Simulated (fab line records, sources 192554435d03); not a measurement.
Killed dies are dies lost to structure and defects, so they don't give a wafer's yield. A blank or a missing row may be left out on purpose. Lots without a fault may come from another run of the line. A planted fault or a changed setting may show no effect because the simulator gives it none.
Split-lot experiment | flow n5_finfet | 7 lots, 21 wafers read, on a route of 1938 steps

THE SPLIT
At N5_BEOL_M3_VIA_ETCH_34 (etches the open film in C4F6/O2, target depth 69.4 nm, time 65.9 s), the setting bias_w was moved away from the recipe's 170 W on 9 of the 21 wafers read, by -10.8% to +17.1%. The other wafers ran this setting at the recipe's value.

The reading is taken at the split's own step.

THE READING
rf_vpp_V, in V, at N5_BEOL_M3_VIA_ETCH_34 (etches the open film in C4F6/O2, target depth 69.4 nm, time 65.9 s). Fault-free wafers of this fab line usually give 667 V, standard deviation 10 V.

wafer  | tool, chamber at the split | bias_w as run, W | against the recipe | rf_vpp_V, V | against lot-mates on the recipe
L076.1 | rie_diel-02, 0             | 170              | recipe             | 656         | -
L076.3 | rie_diel-02, 3             | 160              | -5.9%              | 633         | -23
L076.6 | rie_diel-02, 0             | 170              | recipe             | 656         | -
L082.2 | rie_diel-02, 2             | 152.3            | -10.4%             | 631         | -37
L082.4 | rie_diel-02, 1             | 170              | recipe             | 668         | -
L082.5 | rie_diel-02, 3             | 152.3            | -10.4%             | 608         | -60
L088.1 | rie_diel-06, 3             | 170              | recipe             | 683         | -
L088.3 | rie_diel-06, 1             | 170              | recipe             | 668         | -
L088.4 | rie_diel-06, 2             | 170              | recipe             | 654         | -
L090.1 | rie_diel-02, 1             | 180.2            | +6.0%              | 700         | +27
L090.2 | rie_diel-02, 2             | 170              | recipe             | 690         | -
L090.3 | rie_diel-02, 0             | 170              | recipe             | 656         | -
L091.3 | rie_diel-05, 3             | 170              | recipe             | 672         | -
L091.4 | rie_diel-05, 1             | 199.1            | +17.1%             | 771         | +96
L091.6 | rie_diel-05, 1             | 170              | recipe             | 679         | -
L092.1 | rie_diel-02, 0             | 170              | recipe             | 655         | -
L092.3 | rie_diel-02, 1             | 170              | recipe             | 669         | -
L092.4 | rie_diel-02, 2             | 151.7            | -10.8%             | 629         | -33
L096.2 | rie_diel-02, 1             | 160.9            | -5.4%              | 639         | no lot-mate on the recipe
L096.3 | rie_diel-02, 3             | 160.9            | -5.4%              | 634         | no lot-mate on the recipe
L096.5 | rie_diel-02, 3             | 160.9            | -5.4%              | 634         | no lot-mate on the recipe

THE FIT
A straight line over all 21 wafers: rf_vpp_V changes by +5.29 V for each +1% of bias_w; r = +0.94; the points scatter about the line by 12 V.
The same after taking each lot's own level away (the mean of its wafers on the recipe; 18 wafers): +4.78 V for each +1%; r = +0.95; scatter 11 V.
On that fit, the largest move of bias_w shifts the reading by 82 V.
The lots' own levels span 656.0 to 675.5 V, that is 1.9 times the standard deviation above.
So the lot-to-lot level changes the slope: the two fits differ.
Check: with one of the wafers moved furthest among these (+17.1%) left out of the fit, the line predicts +71.2 V for it against its lot-mates. It came out at +95.5 V against them.
Tool readings at the split's step, against how far the setting was moved: rf_vpp_V r = +0.94.

OTHER SPLITS ON THESE WAFERS
These wafers also went through other splits before the reading. Each is held against what the fit with the lots' levels taken away leaves over:
other split on the same wafers   | wafers away from the commonest value | r with rf_vpp_V (lot level and that fit taken away)
N5_BEOL_M1_DESCUM_33 time_s      | 6                                    | +0.13
N5_BEOL_M1_TRENCH_ETCH_37 time_s | 10                                   | +0.21
N5_BEOL_M2_ETCH_70 bias_w        | 5                                    | -0.16

THE FILE'S OWN FIT
rf_vpp_V changes by +4.76 V for each +1% of bias_w, r = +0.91.
